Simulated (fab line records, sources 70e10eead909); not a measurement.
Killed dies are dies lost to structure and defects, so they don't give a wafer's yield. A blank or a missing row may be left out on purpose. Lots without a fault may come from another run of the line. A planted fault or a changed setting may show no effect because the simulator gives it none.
Which tool did it? | flow nand_harc | 14 lots, 42 wafers sampled, at 4 steps of a route of 1302

WHAT THE GAUGES READ, wafer by wafer
NHARC_P_CONTACT_INSPECT_14. Usual: raw_defect_count 4.4, standard deviation 2.6.
lot  | measured     | on                | raw_defect_count | flag
L763 | day 6 15:21  | defect_inspect-01 | 4 3 4            |
L764 | day 7 02:03  | defect_inspect-01 | 8 4 4            |
L766 | day 7 23:14  | defect_inspect-02 | 4 1 6            |
L767 | day 8 11:29  | defect_inspect-01 | 2 6 2            |
L768 | day 8 18:05  | defect_inspect-01 | 9 8 6            |
L769 | day 9 09:52  | defect_inspect-02 | 3 6 5            |
L770 | day 9 10:15  | defect_inspect-02 | 3 2 4            |
L772 | day 10 18:32 | defect_inspect-02 | 7 1 4            |
L776 | day 11 22:06 | defect_inspect-01 | 0 0 7            |
L775 | day 11 23:14 | defect_inspect-01 | 3 3 6            |
L777 | day 12 22:06 | defect_inspect-01 | 8 4 4            |
L782 | day 14 12:39 | defect_inspect-01 | 10 5 7           |
L783 | day 14 23:21 | defect_inspect-02 | 2 4 4            |
L784 | day 15 13:26 | defect_inspect-01 | 10 5 5           |

NHARC_P_M0_INSPECT_11. Usual: raw_defect_count 5, standard deviation 3.1.
lot  | measured     | on                | raw_defect_count | flag
L763 | day 6 19:32  | defect_inspect-02 | 6 6 2            |
L764 | day 7 06:14  | defect_inspect-01 | 9 11 9           |
L766 | day 8 03:25  | defect_inspect-01 | 1 4 7            |
L767 | day 8 15:35  | defect_inspect-02 | 2 8 4            |
L768 | day 8 22:49  | defect_inspect-02 | 16 10 5          |
L769 | day 9 14:02  | defect_inspect-02 | 3 5 5            |
L770 | day 9 14:26  | defect_inspect-02 | 7 5 6            |
L772 | day 10 22:58 | defect_inspect-02 | 3 1 6            |
L776 | day 12 02:20 | defect_inspect-01 | 0 0 2            |
L775 | day 12 03:19 | defect_inspect-02 | 2 3 4            |
L777 | day 13 02:18 | defect_inspect-01 | 6 4 4            |
L782 | day 14 16:52 | defect_inspect-02 | 11 6 5           |
L783 | day 15 03:31 | defect_inspect-02 | 2 6 2            |
L784 | day 15 17:29 | defect_inspect-02 | 10 6 8           |

WHICH TOOL RAN EACH LOT (tool, then ch and the chambers of the sampled wafers, then the start)
lot  | NHARC_P_CONTACT_DEGAS_38     | NHARC_P_M0_PEB_07
L763 | pvd_sputter-02, day 6 16:59  | litho_track-01 ch 0, day 6 19:20
L764 | pvd_sputter-03, day 7 03:41  | litho_track-06 ch 0, day 7 06:02
L766 | pvd_sputter-03, day 8 00:52  | litho_track-06 ch 0, day 8 03:13
L767 | pvd_sputter-02, day 8 13:10  | litho_track-01 ch 0, day 8 15:23
L768 | pvd_sputter-03, day 8 19:47  | litho_track-01 ch 0, day 8 22:37
L769 | pvd_sputter-02, day 9 11:30  | litho_track-06 ch 0, day 9 13:49
L770 | pvd_sputter-01, day 9 11:53  | litho_track-01 ch 0, day 9 14:14
L772 | pvd_sputter-03, day 10 20:19 | litho_track-01 ch 0, day 10 22:46
L776 | pvd_sputter-01, day 11 23:46 | litho_track-01 ch 0, day 12 02:08
L775 | pvd_sputter-02, day 12 00:52 | litho_track-01 ch 0, day 12 03:07
L777 | pvd_sputter-03, day 12 23:46 | litho_track-01 ch 0, day 13 02:06
L782 | pvd_sputter-03, day 14 14:21 | litho_track-06 ch 0, day 14 16:40
L783 | pvd_sputter-03, day 15 01:00 | litho_track-04 ch 0, day 15 03:19
L784 | pvd_sputter-02, day 15 15:05 | litho_track-06 ch 0, day 15 17:16
- NHARC_P_CONTACT_DEGAS_38: time 60 s.
- NHARC_P_M0_PEB_07: peb time 65 s.

WHAT THE TOOLS THEMSELVES READ (means of the sampled wafers that have a number; where no wafer has one, the mark that the record gives instead)
NHARC_P_CONTACT_DEGAS_38. Usual: heater_power_w 452 W, standard deviation 51.
lot  | tool           | heater_power_w (W) | flag
L763 | pvd_sputter-02 | 440                |
L764 | pvd_sputter-03 | 466                |
L766 | pvd_sputter-03 | 479                |
L767 | pvd_sputter-02 | 496                |
L768 | pvd_sputter-03 | 427                |
L769 | pvd_sputter-02 | 443                |
L770 | pvd_sputter-01 | 457                |
L772 | pvd_sputter-03 | 464                |
L776 | pvd_sputter-01 | 462                |
L775 | pvd_sputter-02 | 418                |
L777 | pvd_sputter-03 | 468                |
L782 | pvd_sputter-03 | 439                |
L783 | pvd_sputter-03 | 468                |
L784 | pvd_sputter-02 | 450                |

NHARC_P_M0_PEB_07. Usual: exhaust_pa 45.2 Pa, standard deviation 0.79; heater_power_total_W 156.7 W, standard deviation 0.42; plate_temp_C 100.01 C, standard deviation 0.13.
lot  | tool           | exhaust_pa (Pa) | heater_power_total_W (W) | plate_temp_C (C) | flag
L763 | litho_track-01 | 45.0            | 156.3                    | 99.94            |
L764 | litho_track-06 | 45.0            | 156.2                    | 100.01           |
L766 | litho_track-06 | 45.9            | 156.4                    | 99.90            |
L767 | litho_track-01 | 45.1            | 156.6                    | 100.20           |
L768 | litho_track-01 | 45.2            | 156.5                    | 99.93            |
L769 | litho_track-06 | 44.6            | 156.8                    | 100.05           |
L770 | litho_track-01 | 45.8            | 156.4                    | 100.01           |
L772 | litho_track-01 | 45.3            | 156.2                    | 99.95            |
L776 | litho_track-01 | 43.7            | 156.9                    | 100.16           |
L775 | litho_track-01 | 45.3            | 151.0                    | 97.49            | OFF
L777 | litho_track-01 | 45.8            | 150.8                    | 97.25            | OFF
L782 | litho_track-06 | 45.3            | 156.5                    | 100.04           |
L783 | litho_track-04 | 45.3            | 156.5                    | 99.99            |
L784 | litho_track-06 | 45.1            | 156.5                    | 100.08           |

THE ANSWER, worked out from the rows above alone
Rule: a lot is off if the mean of its wafers that have a number lies more than 3 standard deviations from the usual mean. A lot without any number at a reading at which 4 lots or more have one is off too. The other lots that the step has rows for count as sound. The gauges are gone through in route order, then the tools' own readings, and for those a lot's mean is taken as printed above. The first step at which some lot is off is used, and at that step the reading that is off furthest; a lot without a number counts as furthest.
Off: L775, L777, at NHARC_P_M0_PEB_07 (plate_temp_C).
A tool fits if, at that step or a process step before it, it ran every lot that is off, and no sound lot after the first of them. One fits: litho_track-01 at NHARC_P_M0_PEB_07. Its last sound lot is L776 (day 12 02:08), its first lot that is off L775 (day 12 03:07): a fault that began between those two fits.
The tool's own readings at NHARC_P_M0_PEB_07 bear it out: on the lots that are off they differ by more than 5 times the standard deviation of the sound lots' means. heater_power_total_W reads 150.9 W there against 156.5 W on the sound lots; plate_temp_C reads 97.37 C there against 100.02 C on the sound lots.

WHAT THE SIMULATOR HAD PUT IN
Process parameter drift: litho_track-01, from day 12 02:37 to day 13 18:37, at NHARC_P_M0_PEB_07. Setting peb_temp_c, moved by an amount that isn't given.
Lots struck among those shown: L775, L777. The rule above found the same.
